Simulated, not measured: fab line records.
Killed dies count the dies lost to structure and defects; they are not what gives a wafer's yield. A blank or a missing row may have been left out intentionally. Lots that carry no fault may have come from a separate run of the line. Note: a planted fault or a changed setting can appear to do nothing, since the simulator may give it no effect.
Matching of chambers    flow n5-finfet    N5_BEOL_M5_ILD_DEP_00 on pecvd-02 has 3 sister chambers
The step deposits SiCOH lowk from DEMS/porogen, target thk 140.64 nm, time 25.9 s. 16 wafers are shown with their chamber, then 8 later ones without.

== WAFERS, EACH WITH ITS CHAMBER ==
wafer   chamber  throttle-valve-pct (%)  showerhead-plenum-p-Torr (Torr)  rf-fwd-power-W (W)
L079.1  0        14.2                    5.744                            494.9
L079.2  1        14.5                    5.765                            492.6
L079.3  2        13.8                    5.698                            493.9
L078.2  1        14.8                    5.774                            492.8
L078.4  0        14.3                    5.756                            496.2
L078.5  2        13.9                    5.722                            498.2
L080.2  0        14.2                    5.733                            494.0
L080.4  1        14.6                    5.758                            495.2
L080.5  0        14.3                    5.760                            494.9
L082.1  0        14.2                    5.764                            492.7
L082.4  0        14.2                    5.759                            495.5
L082.6  2        13.6                    5.725                            496.1
L084.1  0        14.1                    5.764                            495.5
L084.4  0        14.3                    5.751                            495.3
L084.6  1        14.6                    5.764                            489.5
L086.3  0        14.3                    5.745                            495.0

SIGNATURES (means of the wafers above)
reading                   chamber 0  chamber 1  chamber 2  scatter within a chamber
throttle-valve-pct        14.233     14.625     13.767     0.102
showerhead-plenum-p-Torr  5.75289    5.76525    5.71500    0.0106
rf-fwd-power-W            494.889    492.525    496.067    1.61
Rule: for each reading, subtract the chamber's mean from the wafer's reading, divide by that reading's scatter and square the result; add these up over the readings and take the root, which gives the wafer's distance from the chamber. The wafer belongs to the nearest chamber; if the next one is less than 2 further off, it can't be placed. The scatter is the square root of a quotient: the sum, over the shown wafers, of each reading's squared deviation from its chamber's mean, divided by wafers minus chambers.

== WAFERS MISSING THEIR CHAMBER ==
wafer   throttle-valve-pct (%)  showerhead-plenum-p-Torr (Torr)  rf-fwd-power-W (W)
L086.4  14.1                    5.755                            493.8
L086.6  13.9                    5.695                            498.9
L088.3  14.1                    5.764                            495.1
L088.4  14.6                    5.763                            494.0
L088.5  14.1                    5.705                            498.4
L094.2  14.7                    5.760                            495.2
L094.3  14.1                    5.772                            494.2
L094.5  14.6                    5.769                            493.1

== CHAMBER TAKEN BY EACH ==
wafer   from the rows above      in truth
L086.4  0                        0
L086.6  2                        2
L088.3  0                        0
L088.4  1                        1
L088.5  can't be placed: 2 or 0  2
L094.2  1                        1
L094.3  0                        0
L094.5  1                        1
Correct placement for 7 of the 8. Not placeable from these rows: 1 (in 1, the candidates include the true chamber). Number placed wrongly: 0.
